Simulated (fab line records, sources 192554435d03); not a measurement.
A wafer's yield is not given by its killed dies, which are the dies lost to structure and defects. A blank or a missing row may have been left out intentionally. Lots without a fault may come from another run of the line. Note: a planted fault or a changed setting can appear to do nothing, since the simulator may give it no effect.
fab line records + flow n5-finfet
record:
- lots: 11
- wafers: 32
- last-day: 16
route steps=1938 shown BEOL_M15@1812 PASSIVATION@1936
lots with no fault: from the same line, run without faults
start-h: start of the lot's first displayed wafer, in hours after the record's first day + wait-h: hours elapsed since this lot's preceding step + " identical to the entry in the row above + L1.1+2: several wafers, shown together as one row + - no value present, or no start provided + * or withheld: withheld + < > ~ a bound
route shown NAME@n: names a module that has steps shown in the file, with the first one's number in the route + usual: mean/standard deviation of fault-free wafers + same: alike in all rows + chamber/n: place in a boat + sites: the reading at each site + _std_site: standard deviation across them + _edge_site: inner sites' mean taken away from outer sites' mean + radius-mm: for every site, how far away it sits from the centre of the wafer + mask NAME#n: copy n + behind: the tool/chamber that last shaped the wafer + hold: what put the lot on hold/how long, in hours/how the hold closed + device: transistor that didn't switch, given as n, p or np + end of line: at the end of the route, the tests of the same wafers + step lacking rows: just its recipe + killed: not the wafer's yield, but the dies lost to structure and defects at the first sort + map: dies across one wafer; x = killed, . = not, _ = none there
set.NAME: the run value of the setting; set.NAME@STEP: its run value at that earlier step + model.NAME: the simulator's own value behind a step, which no gauge read
one table for each step of the route and one row for each wafer, over a sample of lots
services: a tool's chamber out of use, with start hour (start-h, from the record's first day; less than 0 if before it), hours out, and reason
== steps ==
step: N5_BEOL_M15_STRIP_62
recipe:
- chemistry: O2
- power-w: 600
- temp-c: 60
- pressure-mtorr: 30
- rf-frequency-hz: 6e+07
- bias-power-w: 0
- overash-fraction: 0.3
- o2-flow-sccm: 225
usual:
- drypump-motor-current-A: 5.5/0.4
- oes-product-au: 0.77/0.086
- rf-vpp-V: 3.5/0.51
- showerhead-plenum-p-Torr: 2.05/0.071
- throttle-valve-pct: 16.80/0.23
| lot.wafer | tool        | chamber | start-h | wait-h | drypump-motor-current-A | oes-product-au | rf-hours-counter-h | rf-vpp-V | showerhead-plenum-p-Torr | throttle-valve-pct |
|-----------|-------------|---------|---------|--------|-------------------------|----------------|--------------------|----------|--------------------------|--------------------|
| L765.2    | rie-diel-04 | 3       | -       | -      | 4.9                     | 0.70           | 220                | 3.3      | 2.05                     | 16.78              |
| L765.3    | "           | 1       | "       | "      | 5.5                     | 0.92           | 29                 | 3.2      | 2.14                     | 16.91              |
| L766.2    | rie-diel-04 | 0       | -       | -      | 6.0                     | 0.76           | 153                | 3.9      | 2.00                     | 16.69              |
| L766.4    | "           | 2       | "       | "      | 4.8                     | 0.86           | 62                 | 3.3      | 2.05                     | 16.52              |
| L766.6    | "           | 0       | "       | "      | 6.0                     | 0.77           | -                  | 3.9      | 2.00                     | 16.70              |
| L763.2    | rie-diel-03 | 0       | -       | -      | 5.7                     | 0.73           | 166                | 3.4      | 1.94                     | 16.86              |
| L763.5    | "           | 2       | "       | "      | 5.2                     | 0.70           | -                  | 3.5      | 2.17                     | 16.92              |
| L763.6    | "           | 1       | "       | "      | 5.6                     | 0.70           | -                  | 3.5      | 2.08                     | 16.78              |
| L768.2    | rie-diel-04 | 3       | -       | -      | 4.9                     | 0.70           | 230                | 3.4      | 2.05                     | 16.80              |
| L768.5    | "           | 0       | "       | "      | 6.0                     | 0.76           | -                  | 2.6      | 1.99                     | 16.71              |
| L768.6    | "           | 1       | "       | "      | 5.5                     | 0.90           | -                  | 3.4      | 2.14                     | 16.94              |
| L769.2    | rie-diel-03 | 3       | -       | -      | 5.7                     | 0.73           | 194                | 3.2      | 1.99                     | 17.09              |
| L769.3    | "           | 2       | "       | "      | 5.2                     | 0.69           | 214                | 3.2      | 2.16                     | 16.94              |
| L769.5    | "           | 1       | "       | "      | 5.5                     | 0.70           | -                  | 5.3      | 2.08                     | 16.76              |
| L770.2    | rie-diel-04 | 2       | -       | -      | 4.8                     | 0.85           | 81                 | 3.3      | 2.04                     | 16.54              |
| L770.4    | "           | 1       | "       | "      | 5.5                     | 0.88           | 52                 | 3.7      | 2.14                     | 16.95              |
| L770.5    | "           | 0       | "       | "      | 6.0                     | 0.75           | -                  | 3.4      | 1.99                     | 16.75              |
| L772.1    | rie-diel-03 | 0       | -       | -      | 5.7                     | 0.73           | 184                | 2.8      | 1.93                     | 16.90              |
| L772.5    | "           | 2       | "       | "      | 5.2                     | 0.68           | -                  | 3.6      | 2.16                     | 16.98              |
| L772.6    | "           | 3       | "       | "      | 5.7                     | 0.71           | -                  | 3.8      | 1.98                     | 17.12              |
| L775.3    | rie-diel-03 | 2       | -       | -      | 5.2                     | 0.68           | 233                | 3.7      | 2.16                     | 16.98              |
| L775.5    | "           | 0       | "       | "      | 5.7                     | 0.72           | -                  | 3.2      | 1.93                     | 16.92              |
| L775.6    | "           | 3       | "       | "      | 5.7                     | 0.71           | -                  | 4.3      | 1.98                     | 17.12              |
| L776.1    | rie-diel-04 | 0       | -       | -      | 6.0                     | 0.74           | 183                | 4.0      | 1.99                     | 16.76              |
| L776.2    | "           | 1       | "       | "      | 5.5                     | 0.86           | 63                 | 3.0      | 2.13                     | 16.97              |
| L776.3    | "           | 2       | "       | "      | 4.8                     | 0.83           | 91                 | 3.2      | 2.03                     | 16.56              |
| L777.1    | rie-diel-04 | 0       | -       | -      | 6.0                     | 0.73           | 186                | 3.0      | 1.99                     | 16.77              |
| L777.3    | "           | 2       | "       | "      | 4.9                     | 0.82           | 94                 | 4.2      | 2.03                     | 16.59              |
| L777.6    | "           | 0       | "       | "      | 6.0                     | 0.74           | -                  | 3.7      | 1.99                     | 16.76              |
| L778.2    | rie-diel-06 | 2       | -       | -      | 5.7                     | 0.69           | 230                | 3.6      | 2.06                     | 16.75              |
| L778.3    | "           | 1       | "       | "      | 5.8                     | 0.74           | 187                | 4.1      | 2.02                     | 17.06              |
| L778.6    | "           | 0       | "       | "      | 6.4                     | 0.78           | -                  | 3.0      | 2.09                     | 16.37              |
step: N5_BEOL_M15_STRIP_37
recipe:
- chemistry: O2
- power-w: 600
- temp-c: 60
- pressure-mtorr: 30
- rf-frequency-hz: 6e+07
- bias-power-w: 0
- overash-fraction: 0.3
- o2-flow-sccm: 225
usual:
- drypump-motor-current-A: 5.5/0.4
- oes-product-au: 0.77/0.087
- rf-vpp-V: 3.7/0.68
- showerhead-plenum-p-Torr: 2.05/0.071
- throttle-valve-pct: 16.80/0.23
| lot.wafer | tool        | chamber | start-h | wait-h | drypump-motor-current-A | oes-product-au | rf-hours-counter-h | rf-vpp-V | showerhead-plenum-p-Torr | throttle-valve-pct |
|-----------|-------------|---------|---------|--------|-------------------------|----------------|--------------------|----------|--------------------------|--------------------|
| L765.2    | rie-diel-04 | 3       | -       | -      | 5.0                     | 0.70           | 220                | 5.1      | 2.05                     | 16.80              |
| L765.3    | "           | 1       | "       | "      | 5.5                     | 0.92           | 29                 | 3.8      | 2.14                     | 16.91              |
| L766.2    | rie-diel-04 | 0       | -       | -      | 6.0                     | 0.77           | 153                | 4.0      | 2.00                     | 16.69              |
| L766.4    | "           | 2       | "       | "      | 4.9                     | 0.85           | 62                 | 4.1      | 2.05                     | 16.51              |
| L766.6    | "           | 0       | "       | "      | 6.1                     | 0.77           | -                  | 3.0      | 2.00                     | 16.70              |
| L763.2    | rie-diel-03 | 0       | -       | -      | 5.7                     | 0.74           | 166                | 2.9      | 1.94                     | 16.87              |
| L763.5    | "           | 2       | "       | "      | 5.1                     | 0.70           | -                  | 2.8      | 2.17                     | 16.95              |
| L763.6    | "           | 1       | "       | "      | 5.6                     | 0.70           | -                  | 2.9      | 2.08                     | 16.76              |
| L768.2    | rie-diel-04 | 3       | -       | -      | 4.9                     | 0.68           | 230                | 2.6      | 2.05                     | 16.82              |
| L768.5    | "           | 0       | "       | "      | 6.0                     | 0.76           | -                  | 4.1      | 1.99                     | 16.71              |
| L768.6    | "           | 1       | "       | "      | 5.5                     | 0.88           | -                  | 3.4      | 2.14                     | 16.91              |
| L769.2    | rie-diel-03 | 3       | -       | -      | 5.7                     | 0.72           | 194                | 3.4      | 1.99                     | 17.08              |
| L769.3    | "           | 2       | "       | "      | 5.2                     | 0.69           | 214                | 3.5      | 2.16                     | 16.96              |
| L769.5    | "           | 1       | "       | "      | 5.6                     | 0.70           | -                  | 2.5      | 2.08                     | 16.75              |
| L770.2    | rie-diel-04 | 2       | -       | -      | 4.9                     | 0.85           | 81                 | 3.6      | 2.04                     | 16.56              |
| L770.4    | "           | 1       | "       | "      | 5.5                     | 0.88           | 52                 | 4.3      | 2.14                     | 16.94              |
| L770.5    | "           | 0       | "       | "      | 6.0                     | 0.74           | -                  | 3.8      | 1.99                     | 16.73              |
| L772.1    | rie-diel-03 | 0       | -       | -      | 5.7                     | 0.73           | 184                | 3.6      | 1.93                     | 16.91              |
| L772.5    | "           | 2       | "       | "      | 5.2                     | 0.69           | -                  | 3.8      | 2.16                     | 16.97              |
| L772.6    | "           | 3       | "       | "      | 5.7                     | 0.71           | -                  | 3.3      | 1.98                     | 17.09              |
| L775.3    | rie-diel-03 | 2       | -       | -      | 5.2                     | 0.68           | 233                | 2.5      | 2.16                     | 17.01              |
| L775.5    | "           | 0       | "       | "      | 5.7                     | 0.71           | -                  | 3.5      | 1.93                     | 16.90              |
| L775.6    | "           | 3       | "       | "      | 5.7                     | 0.72           | -                  | 4.1      | 1.98                     | 17.13              |
| L776.1    | rie-diel-04 | 0       | -       | -      | 6.0                     | 0.74           | 183                | 2.7      | 1.99                     | 16.76              |
| L776.2    | "           | 1       | "       | "      | 5.5                     | 0.87           | 63                 | 3.6      | 2.13                     | 16.95              |
| L776.3    | "           | 2       | "       | "      | 4.8                     | 0.83           | 91                 | 3.9      | 2.03                     | 16.57              |
| L777.1    | rie-diel-04 | 0       | -       | -      | 6.0                     | 0.74           | 186                | 3.0      | 1.99                     | 16.76              |
| L777.3    | "           | 2       | "       | "      | 4.8                     | 0.83           | 94                 | 3.4      | 2.03                     | 16.55              |
| L777.6    | "           | 0       | "       | "      | 6.0                     | 0.74           | -                  | 3.8      | 1.99                     | 16.76              |
| L778.2    | rie-diel-06 | 2       | -       | -      | 5.7                     | 0.68           | 230                | 3.2      | 2.06                     | 16.74              |
| L778.3    | "           | 1       | "       | "      | 5.7                     | 0.74           | 187                | 4.1      | 2.02                     | 17.06              |
| L778.6    | "           | 0       | "       | "      | 6.4                     | 0.78           | -                  | 4.1      | 2.09                     | 16.36              |
step: N5_BEOL_M15_SPUTTER_44
recipe:
- material: Ta
- target-thk-a: 150
- temp-c: 50
- bias-v: 80
- power-w: 15000
- chamber-pressure-pa: 0.07
- time-s: 24.19
usual:
- susceptor-temp-C: 50.01/0.12
- throttle-valve-pct: 29.7/1.1
| lot.wafer | tool           | chamber | start-h | wait-h | susceptor-temp-C | throttle-valve-pct |
|-----------|----------------|---------|---------|--------|------------------|--------------------|
| L765.2    | pvd-sputter-01 | -       | 267.97  | 0.0    | 49.83            | 30.5               |
| L765.3    | "              | -       | "       | "      | 50.15            | 27.9               |
| L766.2    | pvd-sputter-03 | -       | 274.76  | 0.0    | 50.24            | 30.4               |
| L766.4    | "              | -       | "       | "      | 49.97            | 30.2               |
| L766.6    | "              | -       | "       | "      | 50.05            | 27.1               |
| L763.2    | pvd-sputter-02 | -       | 282.64  | 0.0    | 50.06            | 30.4               |
| L763.5    | "              | -       | "       | "      | 49.97            | 30.0               |
| L763.6    | "              | -       | "       | "      | 50.02            | 30.9               |
| L768.2    | pvd-sputter-02 | -       | 292.95  | 0.0    | 49.80            | 30.5               |
| L768.5    | "              | -       | "       | "      | 50.15            | 31.0               |
| L768.6    | "              | -       | "       | "      | 50.15            | 30.5               |
| L769.2    | pvd-sputter-03 | -       | 298.96  | 0.0    | 50.02            | 27.1               |
| L769.3    | "              | -       | "       | "      | 50.15            | 30.3               |
| L769.5    | "              | -       | "       | "      | 50.04            | 30.1               |
| L770.2    | pvd-sputter-01 | -       | 319.74  | 0.0    | 49.99            | 29.5               |
| L770.4    | "              | -       | "       | "      | 50.14            | 28.4               |
| L770.5    | "              | -       | "       | "      | 50.06            | 28.4               |
| L772.1    | pvd-sputter-01 | -       | 322.64  | 0.0    | 50.00            | 30.5               |
| L772.5    | "              | -       | "       | "      | 49.80            | 28.3               |
| L772.6    | "              | -       | "       | "      | 50.05            | 30.8               |
| L775.3    | pvd-sputter-02 | -       | 344.20  | 0.0    | 49.88            | 31.1               |
| L775.5    | "              | -       | "       | "      | 50.14            | 29.8               |
| L775.6    | "              | -       | "       | "      | 49.98            | 30.6               |
| L776.1    | pvd-sputter-02 | -       | 344.52  | 0.0    | 50.06            | 30.4               |
| L776.2    | "              | -       | "       | "      | 50.11            | 29.8               |
| L776.3    | "              | -       | "       | "      | 50.07            | 31.0               |
| L777.1    | pvd-sputter-01 | -       | 349.77  | 0.0    | 50.09            | 29.3               |
| L777.3    | "              | -       | "       | "      | 50.25            | 28.1               |
| L777.6    | "              | -       | "       | "      | 50.16            | 29.2               |
| L778.2    | pvd-sputter-01 | -       | 360.07  | 0.0    | 49.82            | 29.3               |
| L778.3    | "              | -       | "       | "      | 49.78            | 30.6               |
| L778.6    | "              | -       | "       | "      | 49.86            | 30.6               |
step: N5_BEOL_M15_ANNEAL_48
recipe:
- temp-c: 225
- time-s: 90
- ambient: N2
usual:
- wafer_temp_C_max: 226.0/0.48
| lot.wafer | tool          | chamber | start-h | wait-h | wafer_temp_C_max |
|-----------|---------------|---------|---------|--------|------------------|
| L765.2    | rtp-anneal-01 | 0       | 268.46  | 0.2    | 225.5            |
| L765.3    | "             | 0       | "       | "      | 225.5            |
| L766.2    | rtp-anneal-01 | 0       | 275.24  | 0.2    | 225.9            |
| L766.4    | "             | 0       | "       | "      | 225.7            |
| L766.6    | "             | 0       | "       | "      | 225.4            |
| L763.2    | rtp-anneal-01 | 0       | 283.12  | 0.2    | 225.6            |
| L763.5    | "             | 0       | "       | "      | 225.8            |
| L763.6    | "             | 0       | "       | "      | 225.4            |
| L768.2    | rtp-anneal-01 | 0       | 293.44  | 0.2    | 225.7            |
| L768.5    | "             | 0       | "       | "      | 225.5            |
| L768.6    | "             | 0       | "       | "      | 225.6            |
| L769.2    | rtp-anneal-02 | 0       | 299.44  | 0.2    | 226.9            |
| L769.3    | "             | 0       | "       | "      | 226.1            |
| L769.5    | "             | 0       | "       | "      | 226.4            |
| L770.2    | rtp-anneal-01 | 0       | 320.22  | 0.2    | 225.5            |
| L770.4    | "             | 0       | "       | "      | 225.5            |
| L770.5    | "             | 0       | "       | "      | 225.7            |
| L772.1    | rtp-anneal-02 | 0       | 323.08  | 0.2    | 226.2            |
| L772.5    | "             | 0       | "       | "      | 226.8            |
| L772.6    | "             | 0       | "       | "      | 226.8            |
| L775.3    | rtp-anneal-02 | 0       | 344.73  | 0.2    | 228.8            |
| L775.5    | "             | 0       | "       | "      | 228.6            |
| L775.6    | "             | 0       | "       | "      | 228.8            |
| L776.1    | rtp-anneal-02 | 0       | 344.98  | 0.2    | 228.5            |
| L776.2    | "             | 0       | "       | "      | 228.2            |
| L776.3    | "             | 0       | "       | "      | 228.9            |
| L777.1    | rtp-anneal-01 | 0       | 350.38  | 0.3    | 225.8            |
| L777.3    | "             | 0       | "       | "      | 225.8            |
| L777.6    | "             | 0       | "       | "      | 225.7            |
| L778.2    | rtp-anneal-01 | 0       | 360.56  | 0.2    | 226.0            |
| L778.3    | "             | 0       | "       | "      | 225.6            |
| L778.6    | "             | 0       | "       | "      | 225.6            |
step: N5_PASSIVATION_PROBE_49
usual:
- defect-limited-yield: 91.0/1.5
- killed_at_M0_to_M3: 35/12
- killed_at_M4_up: 15/5.8
- killed-at-contacts: 14/7.2
- killed-at-front-end: 40/10
- killed-at-other: 3/3
- killed-dies: 106/18
- killed-open: 68/14
- killed-short: 35/7.2
- sort_bin_5_function: 5.2/0.96
- sort_bin_6_memory: 3.3/0.69
- sort-n-pass: 1074/18
- sort-yield-pct: 91.0/1.5
same:
- gross-dies: 1180
- killed-at-back-side: 0
- sort_bin_4_leakage[%]: 0
- sort_bin_8_speed[%]: 0
| lot.wafer | tool      | chamber | start-h | wait-h | defect-limited-yield[%] | killed_at_M0_to_M3 | killed_at_M4_up | killed-at-contacts | killed-at-front-end | killed-at-other | killed-dies | killed-open | killed-short | sort_bin_5_function[%] | sort_bin_6_memory[%] | sort-n-pass | sort-yield-pct[%] |
|-----------|-----------|---------|---------|--------|-------------------------|--------------------|-----------------|--------------------|---------------------|-----------------|-------------|-------------|--------------|------------------------|----------------------|-------------|-------------------|
| L766.2    | prober-02 | -       | 288.52  | 0.1    | 90.6                    | 40                 | 20              | 5                  | 44                  | 2               | 111         | 75          | 34           | 4.7                    | 4.3                  | 1069        | 90.6              |
| L766.4    | prober-02 | -       | 288.62  | 0.2    | 93.2                    | 34                 | 11              | 2                  | 33                  | 0               | 80          | 53          | 27           | 3.2                    | 3.3                  | 1100        | 93.2              |
| L766.6    | prober-02 | -       | 288.72  | 0.3    | 93.3                    | 41                 | 11              | 4                  | 22                  | 1               | 79          | 55          | 24           | 3.5                    | 2.9                  | 1101        | 93.3              |
| L769.2    | prober-01 | -       | 315.33  | 0.1    | 92.3                    | 33                 | 8               | 10                 | 28                  | 12              | 91          | 48          | 40           | 4.2                    | 3.3                  | 1089        | 92.3              |
| L769.3    | prober-01 | -       | 315.38  | 0.1    | 93.5                    | 26                 | 14              | 3                  | 33                  | 1               | 77          | 49          | 26           | 3.9                    | 2.5                  | 1103        | 93.5              |
| L769.5    | prober-01 | -       | 315.48  | 0.2    | 92.8                    | 33                 | 12              | 7                  | 31                  | 2               | 85          | 46          | 36           | 4.1                    | 2.5                  | 1095        | 92.8              |
| L777.3    | prober-02 | -       | 365.20  | 0.6    | 88.4                    | 62                 | 18              | 12                 | 42                  | 3               | 137         | 94          | 43           | 6.3                    | 5.0                  | 1043        | 88.4              |
killed by level:class
L766.2 BEOL_M4:geometric-particle:open=17 FIN_SAQP:geometric-particle:open=9 BEOL_M3:geometric-particle:open=9 BEOL_M0_SAQP:geometric-particle:open=7 BEOL_M1:geometric-particle:short=7 STI_FIN_REVEAL:geometric-particle:open=6 DUMMY_GATE:geometric-particle:open=5 ILD0:geometric-particle:open=5
L766.4 BEOL_M3:geometric-particle:open=16 BEOL_M4:geometric-particle:open=8 FIN_SAQP:geometric-particle:open=5 ILD0:geometric-particle:short=5 GATE_CUT:geometric-particle:open=4 BEOL_M0_SAQP:geometric-particle:short=4 BEOL_M0_SAQP:geometric-particle:open=4 STARTING-WAFER:geometric-particle:short=4
L766.6 BEOL_M0_SAQP:geometric-particle:short=10 BEOL_M2:geometric-particle:open=10 BEOL_M0_SAQP:geometric-particle:open=9 BEOL_M3:geometric-particle:open=5 FIN_SAQP:geometric-particle:open=4 STI_FIN_REVEAL:geometric-particle:open=4 MOL_CONTACT_COAG:geometric-particle:open=4 BEOL_M4:geometric-particle:open=4
L769.2 BEOL_M0_SAQP:geometric-particle:short=10 STI_FIN_REVEAL:geometric-particle:open=9 FIN_SAQP:geometric-particle:open=6 MOL_CONTACT_COAG:geometric-particle:open=6 PASS1_CAP:geometric-particle:short=6 BEOL_M3:geometric-particle:short=5 MOL_CONTACT_COAG:geometric-particle:short=4 BEOL_M0_SAQP:geometric-particle:open=4
L769.3 BEOL_M2:geometric-particle:open=7 FIN_SAQP:geometric-particle:short=6 BEOL_M0_SAQP:geometric-particle:open=6 BEOL_M0_SAQP:geometric-particle:short=6 STI_FIN_REVEAL:geometric-particle:open=5 STI_FIN_REVEAL:geometric-particle:short=5 BEOL_M4:geometric-particle:open=4 DUMMY_GATE:geometric-particle:open=3
L769.5 BEOL_M0_SAQP:geometric-particle:short=11 MOL_CONTACT_COAG:geometric-particle:open=7 BEOL_M1:geometric-particle:short=7 BEOL_M1:geometric-particle:open=6 BEOL_M5:geometric-particle:open=5 FIN_SAQP:geometric-particle:open=4 DUMMY_GATE:geometric-particle:open=4 BEOL_M0_SAQP:geometric-particle:open=4
L777.3 BEOL_M2:geometric-particle:open=17 BEOL_M0_SAQP:geometric-particle:short=13 FIN_SAQP:geometric-particle:open=12 BEOL_M0_SAQP:geometric-particle:open=11 BEOL_M3:geometric-particle:open=9 MOL_CONTACT_COAG:geometric-particle:open=7 FIN_SAQP:geometric-particle:short=6 BEOL_M2:geometric-particle:short=6
== services ==
| tool        | chamber | start-h | hours | kind                          |
|-------------|---------|---------|-------|-------------------------------|
| rie-diel-06 | 3       | 270.89  | 5.3   | repair                        |
| rie-diel-06 | 2       | 275.62  | 3.6   | repair                        |
| rie-diel-04 | 3       | 337.03  | -     | clean                         |
| rie-diel-04 | 3       | 337.03  | -     | consumable-replace:focus-ring |
| rie-diel-04 | 3       | 337.03  | 21.8  | scheduled-down                |
| rie-diel-04 | 3       | 337.03  | 21.8  | vent-cycle                    |
| rie-diel-03 | 1       | 343.93  | -     | clean                         |
| rie-diel-03 | 1       | 343.93  | -     | consumable-replace:focus-ring |
| rie-diel-03 | 1       | 343.93  | 22.8  | scheduled-down                |
| rie-diel-03 | 1       | 343.93  | 22.8  | vent-cycle                    |
| rie-diel-06 | 2       | 345.85  | 4.4   | repair                        |
== key ==
first-sign:
- step: N5_BEOL_M15_ANNEAL_48
- reading: wafer_temp_C_max
- direction: up
- sigmas: 5.5
- usual: *
- struck: *
effect none on later readings
met-at N5_BEOL_M15_ANNEAL_48
struck-lots L775,L776
not-acting-at N5_BEOL_M15_STRIP_62,N5_BEOL_M15_STRIP_37,N5_BEOL_M15_SPUTTER_44
fault:
- kind: process-parameter-drift
- tool: rtp-anneal-02
- chamber: -
- onset-h: 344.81
- steps: N5_BEOL_M15_ANNEAL_48
- channel: temp-c
- offset: *
- shape: step
- end-h: 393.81
- acts-in: *
- stated: *
